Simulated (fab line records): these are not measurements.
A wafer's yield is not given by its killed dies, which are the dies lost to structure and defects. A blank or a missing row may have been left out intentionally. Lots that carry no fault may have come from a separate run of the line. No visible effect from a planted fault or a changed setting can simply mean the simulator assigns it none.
fab line records ; flow n5_finfet
[record] lots = 7; wafers = 21
route steps=1938 shown ZERO_LAYER@4 WELL_APT@21 FIN_SAQP@108 FIN_CUT@155 DUMMY_GATE@223 SD_EPI_N@279 ILD0@338 HKMG_FIN@428 GATE_CUT@510 MOL_CONTACT_COAG@559
start_h: start of the lot's first displayed wafer, in hours after the record's first day ; wait_h: how many hours have passed since the lot's step before this one ; " same as the row above ; L1.1+2: one row covering several wafers at once ; - no value, or no start was given ; * or withheld: withheld ; < > ~ a bound
route shown NAME@n: names a module that has steps shown in the file, with the first one's number in the route ; usual: mean/standard deviation taken from wafers without a fault ; same: alike in all rows ; chamber/n: place in a boat ; sites: each site's reading ; _std_site: standard deviation across them ; _edge_site: outer sites' mean less inner sites' ; radius_mm: for every site, how far away it sits from the centre of the wafer ; mask NAME#n: copy n ; behind: the tool/chamber that last shaped the wafer ; hold: what put the lot on hold/how long, in hours/how the hold closed ; device: the transistor (n, p or np) that didn't switch ; end of line: the same wafers' tests at the end of the route ; where a step has no rows: the recipe by itself ; killed: dies that structure and defects cost at the first sort, which is not the same as the wafer's yield ; map: per-die view of a wafer (x killed, . not killed, _ where there is no die)
set.NAME: the run value of the setting; set.NAME@STEP: its run value at that earlier step ; model.NAME: the simulator's own value behind a step, which no gauge read
lots with deliberately changed settings; one table per step, one row per wafer
[[steps]]
[step N5_ZERO_LAYER_PECVD_02]
[recipe] material = SiO2; target_thk_a = 100; temp_c = 400; precursor = SiH4/N2O; pressure_torr = 0.75; rf_w = 275; time_s = 6
lot.wafer;tool;chamber;start_h;wait_h;set.time_s;model.SiO2_of_ZERO_LAYER_PECVD_02.thk_nm
L079.2;pecvd-02;2;42.28;0.0;6;9.989
L079.3;pecvd-02;0;42.28;0.0;6;9.875
L079.4;pecvd-02;1;42.28;0.0;6.329;10.74
L080.1;pecvd-02;2;48.30;0.0;6;9.958
L080.2;pecvd-02;0;48.30;0.0;6;9.908
L080.4;pecvd-02;2;48.30;0.0;6;10.03
L085.2;pecvd-03;0;78.28;0.0;6;10.1
L085.4;pecvd-03;2;78.28;0.0;6.729;11.42
L085.6;pecvd-03;1;78.28;0.0;6.729;11.25
L093.2;pecvd-02;1;126.28;0.0;6.65;11.12
L093.3;pecvd-02;0;126.28;0.0;6.65;10.96
L093.4;pecvd-02;0;126.28;0.0;6;10.18
L094.2;pecvd-01;1;132.30;0.0;6;9.899
L094.5;pecvd-01;1;132.30;0.0;6;9.928
L094.6;pecvd-01;2;132.30;0.0;6;10.22
L095.2;pecvd-01;2;138.28;0.0;6;10.03
L095.4;pecvd-01;2;138.28;0.0;6;10.2
L095.5;pecvd-01;1;138.28;0.0;5.268;8.737
L097.1;pecvd-03;0;150.28;0.0;6;10.1
L097.3;pecvd-03;1;150.28;0.0;6;10.14
L097.6;pecvd-03;2;150.28;0.0;6;10.17
[step N5_ZERO_LAYER_COAT_05]
[recipe] spin_rpm = 1500; resist_thk_nm = 1000
lot.wafer;tool;chamber;start_h;wait_h;set.spin_rpm;model.coat_of_ZERO_LAYER_COAT_05.thk_nm
L079.2;litho_track-03;0;-;-;1500;998.2
L079.3;litho_track-03;0;-;-;1615;963
L079.4;litho_track-03;0;-;-;1500;993.8
L080.1;litho_track-04;0;-;-;1500;997.7
L080.2;litho_track-04;0;-;-;1500;998.4
L080.4;litho_track-04;0;-;-;1500;999.6
L085.2;litho_track-03;0;-;-;1500;1004
L085.4;litho_track-03;0;-;-;1500;1002
L085.6;litho_track-03;0;-;-;1500;1003
L093.2;litho_track-04;0;-;-;1357;1052
L093.3;litho_track-04;0;-;-;1357;1053
L093.4;litho_track-04;0;-;-;1500;1002
L094.2+6;litho_track-03;0;-;-;1500;1002
L094.5;litho_track-03;0;-;-;1500;998.3
L095.2+4;litho_track-03;0;-;-;1402;1038
L095.5;litho_track-03;0;-;-;1500;1002
L097.1;litho_track-04;0;-;-;1500;995.1
L097.3;litho_track-04;0;-;-;1500;998.7
L097.6;litho_track-04;0;-;-;1601;967.3
[step N5_ZERO_LAYER_EXPOSE_08]
[recipe] mask_id = ZERO; na = 0.55; source_shape = conventional; sigma_outer = 0.8; polarization = unpolarized; defocus_nm = 0; target_cd_nm = 2000; dose_mj = 16.2
lot.wafer;tool;chamber;start_h;wait_h;mask;set.dose_mj
L079.2;krf_scanner-01;0;42.47;-;ZERO#0;15.78
L079.3+4;krf_scanner-01;0;42.47;-;ZERO#0;16.2
L080.1;krf_scanner-02;0;48.61;-;ZERO#0;16.59
L080.2+4;krf_scanner-02;0;48.61;-;ZERO#0;16.2
L085.2+4+6;krf_scanner-02;0;78.47;-;ZERO#0;16.2
L093.2;krf_scanner-02;0;126.60;-;ZERO#0;16.2
L093.3+4;krf_scanner-02;0;126.60;-;ZERO#0;16.52
L094.2+5+6;krf_scanner-02;0;132.51;-;ZERO#0;16.2
L095.2+4+5;krf_scanner-02;0;138.49;-;ZERO#0;16.2
L097.1+6;krf_scanner-02;0;150.46;-;ZERO#0;16.2
L097.3;krf_scanner-02;0;150.46;-;ZERO#0;15.12
[step N5_ZERO_LAYER_PEB_09]
[recipe] peb_temp_c = withheld; peb_time_s = *
[step N5_ZERO_LAYER_DEVELOP_10]
[recipe] develop_time_s = 60; rinse_liquid = diw; dry = air_spin; dev_temp_c = 21
[step N5_ZERO_LAYER_HARDBAKE_23]
[recipe] temp_c = 130; time_s = 120
[step N5_ZERO_LAYER_CD_MEAS_11]
[recipe] target_cd_nm = 2000; landing_energy_ev = 500; detector = se_inlens
[usual] cd_nm = 1999.9/1.9
lot.wafer;tool;chamber;start_h;wait_h;set.dose_mj@ZERO_LAYER_EXPOSE_08;cd_nm
L079.2;cd_sem-03;0;42.65;-;15.78;1996.7
L079.3;cd_sem-03;0;42.65;-;16.2;2000.5
L079.4;cd_sem-03;0;42.65;-;16.2;2000.4
L080.1;cd_sem-02;0;48.79;-;16.59;2006.0
L080.2;cd_sem-02;0;48.79;-;16.2;2001.5
L080.4;cd_sem-02;0;48.79;-;16.2;2002.8
L085.2;cd_sem-03;0;78.64;-;16.2;2000.3
L085.4;cd_sem-03;0;78.64;-;16.2;1998.1
L085.6;cd_sem-03;0;78.64;-;16.2;2002.8
L093.2;cd_sem-02;0;126.77;-;16.2;1998.0
L093.3;cd_sem-02;0;126.77;-;16.52;1999.8
L093.4;cd_sem-02;0;126.77;-;16.52;2003.1
L094.2;cd_sem-02;0;132.68;-;16.2;1996.3
L094.5;cd_sem-02;0;132.68;-;16.2;1998.0
L094.6;cd_sem-02;0;132.68;-;16.2;1997.2
L095.2;cd_sem-03;0;138.67;-;16.2;2000.9
L095.4;cd_sem-03;0;138.67;-;16.2;1999.1
L095.5;cd_sem-03;0;138.67;-;16.2;2002.0
L097.1;cd_sem-02;0;150.64;-;16.2;1998.0
L097.3;cd_sem-02;0;150.64;-;15.12;1983.7
L097.6;cd_sem-02;0;150.64;-;16.2;2000.1
[step N5_ZERO_LAYER_DESCUM_16]
[recipe] chemistry = O2; time_s = 7.9; source_power_w = 50; bias_power_w = 20; pressure_mtorr = 20; rf_frequency_hz = 2.712e+07; temp_c = 40; o2_flow_sccm = 225
[step N5_ZERO_LAYER_ETCH_17]
[recipe] chemistry = CF4; target = SiO2; target_depth_a = 120; time_s = 13.3; ion_energy_ev = 350; pressure_mtorr = 40; source_w = 450; bias_w = 215; Ar_flow_sccm = 100; cf4_flow_sccm = 100
[step N5_ZERO_LAYER_ETCH_18]
[recipe] chemistry = HBr/Cl2; target = Si; target_depth_a = 1200; time_s = 40; pressure_mtorr = 10; icp_w = 800; bias_w = 75; HBr_flow_sccm = 150; Cl2_flow_sccm = 80
[step N5_ZERO_LAYER_STRIP_24]
[recipe] chemistry = O2; power_w = 1000; temp_c = 250; overash_fraction = 0.3; pressure_mtorr = 1000; o2_flow_sccm = 6750
[usual] strip_time_to_endpoint_s = 43.91/0.1
lot.wafer;tool;chamber;start_h;wait_h;set.spin_rpm@ZERO_LAYER_COAT_05;strip_time_to_endpoint_s
L079.2;plasma_asher-02;1;42.90;0.1;1500;43.77
L079.3;plasma_asher-02;0;42.90;0.1;1615;42.71
L079.4;plasma_asher-02;1;42.90;0.1;1500;43.61
L080.1;plasma_asher-01;0;49.04;0.1;1500;43.76
L080.2;plasma_asher-01;1;49.04;0.1;1500;43.80
L080.4;plasma_asher-01;0;49.04;0.1;1500;43.85
L085.2;plasma_asher-02;0;78.90;0.1;1500;43.97
L085.4;plasma_asher-02;0;78.90;0.1;1500;43.92
L085.6;plasma_asher-02;0;78.90;0.1;1500;43.94
L093.2;plasma_asher-01;0;127.02;0.1;1357;45.38
L093.3;plasma_asher-01;1;127.02;0.1;1357;45.45
L093.4;plasma_asher-01;0;127.02;0.1;1500;43.94
L094.2;plasma_asher-02;0;132.93;0.1;1500;43.89
L094.5;plasma_asher-02;0;132.93;0.1;1500;43.76
L094.6;plasma_asher-02;1;132.93;0.1;1500;43.86
L095.2;plasma_asher-01;0;138.92;0.1;1402;44.98
L095.4;plasma_asher-01;1;138.92;0.1;1402;44.98
L095.5;plasma_asher-01;1;138.92;0.1;1500;43.88
L097.1;plasma_asher-01;0;152.62;0.1;1500;43.67
L097.3;plasma_asher-01;1;152.62;0.1;1500;43.80
L097.6;plasma_asher-01;1;152.62;0.1;1601;42.85
[step N5_WELL_APT_COAT_02]
[recipe] spin_rpm = 1357; resist_thk_nm = 950
lot.wafer;tool;chamber;start_h;wait_h;set.spin_rpm;model.coat_of_WELL_APT_COAT_02.thk_nm
L079.2;litho_track-04;0;-;-;1357;951.4
L079.3;litho_track-04;0;-;-;1357;954.2
L079.4;litho_track-04;0;-;-;1357;953.4
L080.1;litho_track-04;0;-;-;1357;951.5
L080.2;litho_track-04;0;-;-;1357;951.4
L080.4;litho_track-04;0;-;-;1357;955.5
L085.2;litho_track-04;0;-;-;1215;1001
L085.4;litho_track-04;0;-;-;1357;949.4
L085.6;litho_track-04;0;-;-;1215;1006
L093.2;litho_track-01;0;-;-;1357;955.1
L093.3;litho_track-01;0;-;-;1422;931.6
L093.4;litho_track-01;0;-;-;1422;933.1
L094.2;litho_track-01;0;-;-;1357;953.5
L094.5;litho_track-01;0;-;-;1357;950.5
L094.6;litho_track-01;0;-;-;1357;947.7
L095.2;litho_track-04;0;-;-;1357;953
L095.4;litho_track-04;0;-;-;1357;956.6
L095.5;litho_track-04;0;-;-;1357;957.5
L097.1;litho_track-04;0;-;-;1410;933.9
L097.3;litho_track-04;0;-;-;1410;932.3
L097.6;litho_track-04;0;-;-;1357;951.4
[step N5_FIN_SAQP_EXPOSE_13]
[recipe] mask_id = FIN_CORE; na = 1.35; source_shape = dipole; sigma_inner = 0.538; sigma_outer = 0.738; polarization = te; target_cd_nm = 35.6; dose_mj = 63.25
lot.wafer;tool;chamber;start_h;wait_h;mask;set.dose_mj
L079.2+3;arfi_scanner-02;0;52.36;-;FIN_CORE#0;63.25
L079.4;arfi_scanner-02;0;52.36;-;FIN_CORE#0;65.8
L080.1;arfi_scanner-02;0;58.03;-;FIN_CORE#0;59.93
L080.2+4;arfi_scanner-02;0;58.03;-;FIN_CORE#0;63.25
L085.2+4+6;arfi_scanner-01;0;88.20;-;FIN_CORE#0;60
L093.2+3;arfi_scanner-01;0;136.02;-;FIN_CORE#0;63.25
L093.4;arfi_scanner-01;0;136.02;-;FIN_CORE#0;59.08
L094.2+5+6;arfi_scanner-03;0;142.92;-;FIN_CORE#0;63.25
L095.2+4+5;arfi_scanner-01;0;148.29;-;FIN_CORE#0;63.25
L097.1;arfi_scanner-02;0;162.04;-;FIN_CORE#0;59.47
L097.3+6;arfi_scanner-02;0;162.04;-;FIN_CORE#0;63.25
[step N5_FIN_SAQP_DEVELOP_15]
[recipe] develop_time_s = 30; developer = TMAH; resist = CAR-ArF; dev_temp_c = 23; rinse_liquid = diw; dry = air_spin
lot.wafer;tool;chamber;start_h;wait_h;set.develop_time_s
L079.2+4;litho_track-02;0;-;-;30
L079.3;litho_track-02;0;-;-;27.6
L080.1;litho_track-03;0;-;-;30
L080.2+4;litho_track-03;0;-;-;31.94
L085.2;litho_track-03;0;-;-;23.25
L085.4+6;litho_track-03;0;-;-;30
L093.2+3+4;litho_track-04;0;-;-;30
L094.2+5+6;litho_track-03;0;-;-;30
L095.2+4;litho_track-02;0;-;-;30
L095.5;litho_track-02;0;-;-;36.68
L097.1+6;litho_track-03;0;-;-;30
L097.3;litho_track-03;0;-;-;35.47
[step N5_FIN_SAQP_CD_MEAS_16]
[recipe] target_cd_nm = 35.6; landing_energy_ev = 500; detector = se_inlens
[usual] cd_nm = 35.8/0.38
lot.wafer;tool;chamber;start_h;wait_h;set.dose_mj@FIN_SAQP_EXPOSE_13;cd_nm
L079.2;cd_sem-01;0;52.48;-;63.25;36.4
L079.3;cd_sem-01;0;52.48;-;63.25;36.2
L079.4;cd_sem-01;0;52.48;-;65.8;35.4
L080.1;cd_sem-02;0;58.16;-;59.93;36.2
L080.2;cd_sem-02;0;58.16;-;63.25;35.0
L080.4;cd_sem-02;0;58.16;-;63.25;35.2
L085.2;cd_sem-03;0;88.33;-;60;37.8
L085.4;cd_sem-03;0;88.33;-;60;37.6
L085.6;cd_sem-03;0;88.33;-;60;37.1
L093.2;cd_sem-03;0;136.15;-;63.25;35.5
L093.3;cd_sem-03;0;136.15;-;63.25;35.5
L093.4;cd_sem-03;0;136.15;-;59.08;37.3
L094.2;cd_sem-02;0;143.04;-;63.25;36.0
L094.5;cd_sem-02;0;143.04;-;63.25;35.5
L094.6;cd_sem-02;0;143.04;-;63.25;35.6
L095.2;cd_sem-02;0;148.42;-;63.25;35.3
L095.4;cd_sem-02;0;148.42;-;63.25;35.5
L095.5;cd_sem-02;0;148.42;-;63.25;35.5
L097.1;cd_sem-02;0;162.17;-;59.47;37.2
L097.3;cd_sem-02;0;162.17;-;63.25;35.6
L097.6;cd_sem-02;0;162.17;-;63.25;36.3
[step N5_FIN_CUT_COAT_19]
[recipe] resist = SiARC; temp_c = 220; time_s = 60; spin_rpm = 1500; resist_thk_nm = 20
lot.wafer;tool;chamber;start_h;wait_h;set.spin_rpm;model.SiARC_of_FIN_CUT_COAT_19.thk_nm
L079.2;litho_track-05;0;-;-;1500;20
L079.3;litho_track-05;0;-;-;1373;21
L079.4;litho_track-05;0;-;-;1373;20.8
L080.1+4;litho_track-02;0;-;-;1500;20
L080.2;litho_track-02;0;-;-;1385;21
L085.2+4+6;litho_track-05;0;-;-;1500;20
L093.2+3+4;litho_track-02;0;-;-;1500;20
L094.2+5+6;litho_track-01;0;-;-;1500;20
L095.2;litho_track-02;0;-;-;1500;20
L095.4;litho_track-02;0;-;-;1622;19.4
L095.5;litho_track-02;0;-;-;1622;19.2
L097.1;litho_track-01;0;-;-;1555;19.8
L097.3;litho_track-01;0;-;-;1555;19.6
L097.6;litho_track-01;0;-;-;1500;20
[step N5_FIN_CUT_COAT_29]
[recipe] resist = underlayer; temp_c = 205; time_s = 60; spin_rpm = 1500; resist_thk_nm = 10
[step N5_FIN_CUT_COAT_02]
[recipe] resist = CAR-EUV; spin_rpm = 1500; resist_thk_nm = 30
[step N5_FIN_CUT_DESCUM_13]
[recipe] chemistry = O2; time_s = 7; source_power_w = 50; bias_power_w = 20; pressure_mtorr = 20; rf_frequency_hz = 2.712e+07; temp_c = 40; resist = CAR-EUV; o2_flow_sccm = 225
[step N5_FIN_CUT_ETCH_30]
[recipe] chemistry = N2/H2; target = underlayer; target_depth_a = 130; mask_material = CAR-EUV; time_s = 10.4; ion_energy_ev = 200; pressure_mtorr = 30; source_w = 840; bias_w = 150; n2_flow_sccm = 200; h2_flow_sccm = 200; ends = cleared
[step N5_FIN_CUT_ETCH_20]
[recipe] chemistry = CF4; target = SiARC; target_depth_a = 260; mask_material = CAR-EUV; time_s = 43.3; ion_energy_ev = 80; pressure_mtorr = 40; source_w = 545; bias_w = 36; Ar_flow_sccm = 100; cf4_flow_sccm = 100; ends = cleared
lot.wafer;tool;chamber;start_h;wait_h;set.spin_rpm@FIN_CUT_COAT_19;model.etch.depth_nm
L079.2;rie_diel-06;0;57.45;0.0;1500;20.01
L079.3;rie_diel-06;2;57.45;0.0;1373;20.9
L079.4;rie_diel-06;1;57.45;0.0;1373;20.86
L080.1;rie_diel-01;0;63.32;0.0;1500;20.01
L080.2;rie_diel-01;1;63.32;0.0;1385;20.91
L080.4;rie_diel-01;3;63.32;0.0;1500;20.04
L085.2;rie_diel-04;2;94.26;0.0;1500;20
L085.4;rie_diel-04;0;94.26;0.0;1500;20.06
L085.6;rie_diel-04;1;94.26;0.0;1500;20.02
L093.2;rie_diel-06;3;141.67;0.0;1500;19.98
L093.3;rie_diel-06;0;141.67;0.0;1500;20.04
L093.4;rie_diel-06;0;141.67;0.0;1500;20
L094.2;rie_diel-04;2;150.69;0.0;1500;20.01
L094.5;rie_diel-04;3;150.69;0.0;1500;20.03
L094.6;rie_diel-04;2;150.69;0.0;1500;19.98
L095.2;rie_diel-04;3;155.36;0.0;1500;20.09
L095.4;rie_diel-04;1;155.36;0.0;1622;19.32
L095.5;rie_diel-04;2;155.36;0.0;1622;19.28
L097.1;rie_diel-06;2;168.99;0.0;1555;19.73
L097.3;rie_diel-06;0;168.99;0.0;1555;19.7
L097.6;rie_diel-06;2;168.99;0.0;1500;20.05
[step N5_DUMMY_GATE_COAT_35]
[recipe] resist = SiARC; temp_c = 220; time_s = 60; spin_rpm = 1500; resist_thk_nm = 10
lot.wafer;tool;chamber;start_h;wait_h;set.spin_rpm;model.SiARC_of_DUMMY_GATE_COAT_35.thk_nm
L079.2+4;litho_track-03;0;-;-;1500;10
L079.3;litho_track-03;0;-;-;1355;10.6
L080.1+2;litho_track-03;0;-;-;1500;10
L080.4;litho_track-03;0;-;-;1578;9.8
L085.2+4+6;litho_track-05;0;-;-;1500;10
L093.2+3+4;litho_track-05;0;-;-;1500;10
L094.2+5+6;litho_track-03;0;-;-;1500;10
L095.2+4+5;litho_track-04;0;-;-;1500;10
L097.1;litho_track-03;0;-;-;1663;9.6
L097.3;litho_track-03;0;-;-;1500;10
L097.6;litho_track-03;0;-;-;1663;9.4
[step N5_SD_EPI_N_ETCH_16]
[recipe] chemistry = CHF3/O2; target = SiO2; target_depth_a = 50; mask_material = SOC; pressure_mtorr = 30; source_w = 650; bias_w = 170; Ar_flow_sccm = 200; CHF3_flow_sccm = 50; O2_flow_sccm = 5; ion_energy_ev = 200
lot.wafer;tool;chamber;start_h;wait_h;set.target_depth_a;model.etch.depth_nm
L079.2;rie_diel-03;1;79.23;0.1;46.93;4.592
L079.3;rie_diel-03;0;79.23;0.1;46.93;4.513
L079.4;rie_diel-03;3;79.23;0.1;50;5.037
L080.1;rie_diel-05;0;84.83;0.1;51.87;5.224
L080.2;rie_diel-05;3;84.83;0.1;50;5.084
L080.4;rie_diel-05;1;84.83;0.1;51.87;5.152
L085.2;rie_diel-03;3;116.11;0.1;46.24;4.728
L085.4;rie_diel-03;0;116.11;0.1;50;4.826
L085.6;rie_diel-03;1;116.11;0.1;50;4.884
L093.2;rie_diel-05;0;163.42;0.1;45.83;4.64
L093.3;rie_diel-05;1;163.42;0.1;50;5.069
L093.4;rie_diel-05;3;163.42;0.1;50;5.16
L094.2;rie_diel-02;0;173.58;0.1;50;5.021
L094.5;rie_diel-02;2;173.58;0.1;50;4.894
L094.6;rie_diel-02;3;173.58;0.1;50;5.015
L095.2;rie_diel-05;1;177.09;0.1;55.91;5.709
L095.4;rie_diel-05;0;177.09;0.1;50;5.115
L095.5;rie_diel-05;1;177.09;0.1;50;5.123
L097.1;rie_diel-02;0;194.11;0.1;50;4.996
L097.3;rie_diel-02;1;194.11;0.1;46.51;4.56
L097.6;rie_diel-02;0;194.11;0.1;46.51;4.6
[step N5_ILD0_CMP_03]
[recipe] stop_on = SiNx; t_overpolish_s = 1.9; post_cmp_clean = alkaline_brush; down_force_psi = 4.1491; platen_rpm = 51.796; pad_velocity_m_s = 1.0306; target_thk_nm = 197.38
[usual] time_to_endpoint_s = 73/3.4
lot.wafer;tool;chamber;start_h;wait_h;set.down_force_psi;time_to_endpoint_s
L079.3;cmp-03;0;90.76;0.0;4.1491;72
L079.4;cmp-03;2;90.76;0.0;4.1491;71
L079.2;cmp-03;3;90.76;0.0;4.408;68
L080.4;cmp-02;1;97.04;0.0;4.977;60
L080.2;cmp-02;3;97.04;0.0;4.977;57
L080.1;cmp-02;0;97.04;0.0;4.1491;78
L085.4;cmp-03;3;128.00;0.0;4.827;64
L085.2;cmp-03;2;128.00;0.0;4.1491;73
L085.6;cmp-03;3;128.00;0.0;4.1491;78
L093.4;cmp-03;2;175.59;0.0;3.805;81
L093.2;cmp-03;3;175.59;0.0;3.805;83
L093.3;cmp-03;0;175.59;0.0;4.1491;75
L094.2;cmp-04;3;186.76;0.1;4.1491;68
L094.6;cmp-04;1;186.76;0.1;4.1491;74
L094.5;cmp-04;2;186.76;0.1;4.1491;73
L095.2;cmp-03;1;191.36;0.1;3.738;82
L095.4;cmp-03;3;191.36;0.1;4.1491;76
L095.5;cmp-03;0;191.36;0.1;4.1491;81
L097.3;cmp-03;1;209.24;0.0;4.1491;72
L097.1;cmp-03;3;209.24;0.0;3.89;76
L097.6;cmp-03;1;209.24;0.0;4.1491;73
[step N5_HKMG_FIN_PEB_10]
[recipe] peb_temp_c = withheld; peb_time_s = 60; resist = CAR-ArF
lot.wafer;tool;chamber;start_h;wait_h;set.peb_time_s
L079.2+3;litho_track-01;0;106.17;0.0;55.83
L079.4;litho_track-01;0;106.17;0.0;60
L080.1;litho_track-02;0;111.47;0.1;60
L080.2+4;litho_track-02;0;111.47;0.1;71.26
L085.2+4+6;litho_track-05;0;142.45;0.0;60
L093.2+4;litho_track-01;0;191.22;0.0;60
L093.3;litho_track-01;0;191.22;0.0;51.34
L094.2+5+6;litho_track-05;0;201.16;0.0;60
L095.2+5;litho_track-05;0;205.54;0.0;60
L095.4;litho_track-05;0;205.54;0.0;73.47
L097.1+3+6;litho_track-05;0;223.33;0.1;60
[step N5_HKMG_FIN_DEVELOP_11]
[recipe] develop_time_s = 30; developer = TMAH; resist = CAR-ArF; dev_temp_c = 23; rinse_liquid = diw; dry = air_spin
[step N5_HKMG_FIN_CD_MEAS_12]
[recipe] target_cd_nm = 92.8; landing_energy_ev = 500; detector = se_inlens
[usual] cd_nm = 93.0/0.66
lot.wafer;tool;chamber;start_h;wait_h;set.peb_time_s@HKMG_FIN_PEB_10;cd_nm
L079.2;cd_sem-01;0;106.23;-;55.83;91.2
L079.3;cd_sem-01;0;106.23;-;55.83;89.6
L079.4;cd_sem-01;0;106.23;-;60;93.1
L080.1;cd_sem-02;0;111.53;-;60;93.4
L080.2;cd_sem-02;0;111.53;-;71.26;99.2
L080.4;cd_sem-02;0;111.53;-;71.26;98.7
L085.2;cd_sem-02;0;142.52;-;60;93.0
L085.4;cd_sem-02;0;142.52;-;60;92.5
L085.6;cd_sem-02;0;142.52;-;60;93.1
L093.2;cd_sem-03;0;191.29;-;60;92.9
L093.3;cd_sem-03;0;191.29;-;51.34;88.0
L093.4;cd_sem-03;0;191.29;-;60;93.2
L094.2;cd_sem-02;0;201.23;-;60;92.6
L094.5;cd_sem-02;0;201.23;-;60;92.9
L094.6;cd_sem-02;0;201.23;-;60;92.3
L095.2;cd_sem-01;0;205.61;-;60;93.5
L095.4;cd_sem-01;0;205.61;-;73.47;98.6
L095.5;cd_sem-01;0;205.61;-;60;92.6
L097.1;cd_sem-03;0;223.40;-;60;92.8
L097.3;cd_sem-03;0;223.40;-;60;91.7
L097.6;cd_sem-03;0;223.40;-;60;91.9
[step N5_GATE_CUT_ALD_22]
[recipe] material = SiNx; target_thk_a = 160; temp_c = 400; ald_precursor_family = SiH2I2; ald_co_reactant = N2/H2-plasma; pulse_time_s = 1; ald_cycles = 320; purge_time_s = 2; co_reactant_purge_time_s = 2; pressure_torr = 2
lot.wafer;tool;chamber;start_h;wait_h;set.ald_cycles;model.SiNx_of_GATE_CUT_ALD_22.thk_nm
L079.2+3+4;ald_sin-01;2,1,3;116.33;0.0;320;16
L080.1+2+4;ald_sin-01;1,2,2;120.72;0.0;320;16
L085.2;ald_sin-03;2;154.46;0.0;320;15.8
L085.4;ald_sin-03;3;154.46;0.0;338;17
L085.6;ald_sin-03;3;154.46;0.0;320;16
L093.2;ald_sin-01;3;201.20;0.1;320;15.8
L093.3;ald_sin-01;2;201.20;0.1;320;16
L093.4;ald_sin-01;3;201.20;0.1;341;17
L094.2+5+6;ald_sin-03;1,1,2;210.58;0.0;320;16
L095.2;ald_sin-03;0;215.00;0.1;296;14.8
L095.4+5;ald_sin-03;2;215.00;0.1;320;16
L097.1;ald_sin-04;0;233.38;0.3;284;14
L097.3;ald_sin-04;2;233.38;0.3;284;14.2
L097.6;ald_sin-04;3;233.38;0.3;320;16
[step N5_MOL_CONTACT_COAG_ALD_27]
[recipe] material = SiOC; target_thk_a = 170; temp_c = 400; ald_precursor_family = carbosiloxane; ald_co_reactant = H2-plasma; pulse_time_s = 1.5; time_s = 2720; purge_time_s = 2; co_reactant_purge_time_s = 2; ald_cycles = 340; pressure_torr = 2
lot.wafer;tool;chamber;start_h;wait_h;set.ald_cycles;model.SiOC_of_MOL_CONTACT_COAG_ALD_27.thk_nm
L079.2+3+4;ald_sin-04;2,3,0;126.67;0.4;340;17
L080.1+2;ald_sin-04;3,2;131.48;0.0;340;17
L080.4;ald_sin-04;0;131.48;0.0;319;16
L085.2+4+6;ald_sin-02;2,1,0;164.94;0.0;340;17
L093.2+3+4;ald_sin-04;2,0,3;212.91;0.7;340;17
L094.2;ald_sin-03;2;222.55;0.0;340;17
L094.5;ald_sin-03;2;222.55;0.0;340;17.2
L094.6;ald_sin-03;0;222.55;0.0;340;16.8
L095.2;ald_sin-03;2;232.21;0.0;286;14.4
L095.4;ald_sin-03;3;232.21;0.0;340;17
L095.5;ald_sin-03;0;232.21;0.0;286;14.2
L097.1+6;ald_sin-02;3,2;243.23;0.0;340;17
L097.3;ald_sin-02;0;243.23;0.0;309;15.6
[[key]]
[split] step = N5_ZERO_LAYER_PECVD_02; setting = time_s; stated = 6; by = wafer
[response] step = N5_ZERO_LAYER_PECVD_02; reading = model.SiO2_of_ZERO_LAYER_PECVD_02.thk_nm; change = +0.103; per = 1%; r = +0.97
[split] step = N5_ZERO_LAYER_COAT_05; setting = spin_rpm; stated = 1500; by = wafer
[response] step = N5_ZERO_LAYER_COAT_05; reading = model.coat_of_ZERO_LAYER_COAT_05.thk_nm; change = -4.92; per = 1%; r = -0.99
[response] step = N5_ZERO_LAYER_STRIP_24; reading = strip_time_to_endpoint_s; change = *; per = 1%; r = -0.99
[split] step = N5_ZERO_LAYER_EXPOSE_08; setting = dose_mj; stated = 16.2; by = wafer
[response] step = N5_ZERO_LAYER_CD_MEAS_11; reading = cd_nm; change = +2.11; per = 1%; r = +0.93
[split] step = N5_WELL_APT_COAT_02; setting = spin_rpm; stated = 1357; by = wafer
[response] step = N5_WELL_APT_COAT_02; reading = model.coat_of_WELL_APT_COAT_02.thk_nm; change = -5.05; per = 1%; r = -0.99
[split] step = N5_FIN_SAQP_EXPOSE_13; setting = dose_mj; stated = 63.25; by = wafer
[response] step = N5_FIN_SAQP_CD_MEAS_16; reading = cd_nm; change = -0.237; per = 1%; r = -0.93
[split] step = N5_FIN_SAQP_DEVELOP_15; setting = develop_time_s; stated = 30; by = wafer
response none clear
[split] step = N5_FIN_CUT_COAT_19; setting = spin_rpm; stated = 1500; by = wafer
[response] step = N5_FIN_CUT_COAT_19; reading = model.SiARC_of_FIN_CUT_COAT_19.thk_nm; change = -0.105; per = 1%; r = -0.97
[response] step = N5_FIN_CUT_ETCH_20; reading = model.etch.depth_nm; change = -0.104; per = 1%; r = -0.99
[split] step = N5_DUMMY_GATE_COAT_35; setting = spin_rpm; stated = 1500; by = wafer
[response] step = N5_DUMMY_GATE_COAT_35; reading = model.SiARC_of_DUMMY_GATE_COAT_35.thk_nm; change = -0.0514; per = 1%; r = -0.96
[split] step = N5_SD_EPI_N_ETCH_16; setting = target_depth_a; stated = 50; by = wafer
[response] step = N5_SD_EPI_N_ETCH_16; reading = model.etch.depth_nm; change = +0.0496; per = 1%; r = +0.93
[split] step = N5_ILD0_CMP_03; setting = down_force_psi; stated = 4.1491; by = wafer
[response] step = N5_ILD0_CMP_03; reading = time_to_endpoint_s; change = *; per = 1%; r = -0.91
[split] step = N5_HKMG_FIN_PEB_10; setting = peb_time_s; stated = 60; by = wafer
[response] step = N5_HKMG_FIN_CD_MEAS_12; reading = cd_nm; change = +0.287; per = 1%; r = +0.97
[split] step = N5_GATE_CUT_ALD_22; setting = ald_cycles; stated = 320; by = wafer
[response] step = N5_GATE_CUT_ALD_22; reading = model.SiNx_of_GATE_CUT_ALD_22.thk_nm; change = +0.17; per = 1%; r = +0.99
[split] step = N5_MOL_CONTACT_COAG_ALD_27; setting = ald_cycles; stated = 340; by = wafer
[response] step = N5_MOL_CONTACT_COAG_ALD_27; reading = model.SiOC_of_MOL_CONTACT_COAG_ALD_27.thk_nm; change = +0.166; per = 1%; r = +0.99
